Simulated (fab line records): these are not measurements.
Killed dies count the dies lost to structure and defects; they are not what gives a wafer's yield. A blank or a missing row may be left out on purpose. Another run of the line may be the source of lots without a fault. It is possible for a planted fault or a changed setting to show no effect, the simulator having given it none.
2 desks looking at one fault + flow nand-harc + each desk holds nothing but its own numbers, with what lay behind them at the end

## METROLOGY DESK
What the gauges read, lot by lot, whatever tool the lot ran on: means of the sampled wafers that have a number. A lot is out of limits, marked OUT, if its mean lies more than 4 standard deviations from the usual mean; the brackets give that distance.
Columns: A = thk-nm at NHARC_A_ONON_D1_THK_MEAS_05, usual 1001 nm; B = thk-nm at NHARC_A_ONON_D1_THK_MEAS_30, usual 999 nm
| lot  | first seen here | A    | B              |
|------|-----------------|------|----------------|
| L994 | day 8 08:35     | 1004 | 998            |
| L995 | day 8 18:01     | 1004 | 1017           |
| L997 | day 9 10:26     | 990  | 1006           |
| L998 | day 9 19:14     | 1011 | 999            |
| L999 | day 10 08:10    | 1004 | 991            |
| L100 | day 10 12:07    | 985  | 995            |
| L101 | day 11 05:02    | 1006 | 975            |
| L102 | day 11 09:36    | 1004 | 1015           |
| L106 | day 13 04:22    | 997  | 995            |
| L109 | day 14 18:44    | 1022 | 1519 (+52) OUT |
| L111 | day 15 02:10    | 998  | 1538 (+54) OUT |
| L112 | day 15 11:05    | 995  | 1011           |
| L114 | day 16 11:01    | 992  | 1006           |
| L116 | day 17 12:26    | 997  | 993            |
This desk's verdict: out of limits on L109, L111, starting with L109 at day 15 06:28 (thk-nm at NHARC_A_ONON_D1_THK_MEAS_30). In limits: L994, L995, L997, L998, L999, L100, L101, L102, L106, L112, L114, L116.

## THE TOOL OWNER'S DESK: pecvd-onon-03
The tool's own readings at NHARC_A_ONON_D1_DEP_28 (target thk 1000 nm): means of the sampled wafers that have a number, for each lot that ran on this tool. A lot is out of limits, marked OUT, if its mean lies more than 4 standard deviations from the usual mean; the brackets give that distance.
Columns: A = nh3-flow-sccm at NHARC_A_ONON_D1_DEP_28, usual 499.8 sccm
| lot  | first seen here | A     |
|------|-----------------|-------|
| L994 | day 8 20:40     | 499.8 |
| L995 | day 9 05:17     | 499.9 |
| L101 | day 11 16:23    | 500.8 |
| L106 | day 13 15:43    | 499.0 |
| L109 | day 15 06:14    | 499.4 |
| L111 | day 15 16:18    | 498.7 |
This desk's verdict: no lot among the 6 shows anything out of limits.

## TAKEN TOGETHER
On L109, L111, the metrology desk was in a position to raise an alarm at day 15 06:28.
The tool owner's desk saw nothing out of limits.
The tool owner's desk has L109, L111 on record, within its limits.
Of the lots named, all ran NHARC_A_ONON_D1_DEP_28 on pecvd-onon-03.

## WHAT THE SIMULATOR HAD PUT IN
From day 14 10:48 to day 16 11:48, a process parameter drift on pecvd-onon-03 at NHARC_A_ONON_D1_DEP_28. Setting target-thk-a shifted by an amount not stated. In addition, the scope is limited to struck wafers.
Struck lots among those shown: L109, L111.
Hours from the fault's start to each desk's first reading out of limits: the metrology desk, 20.
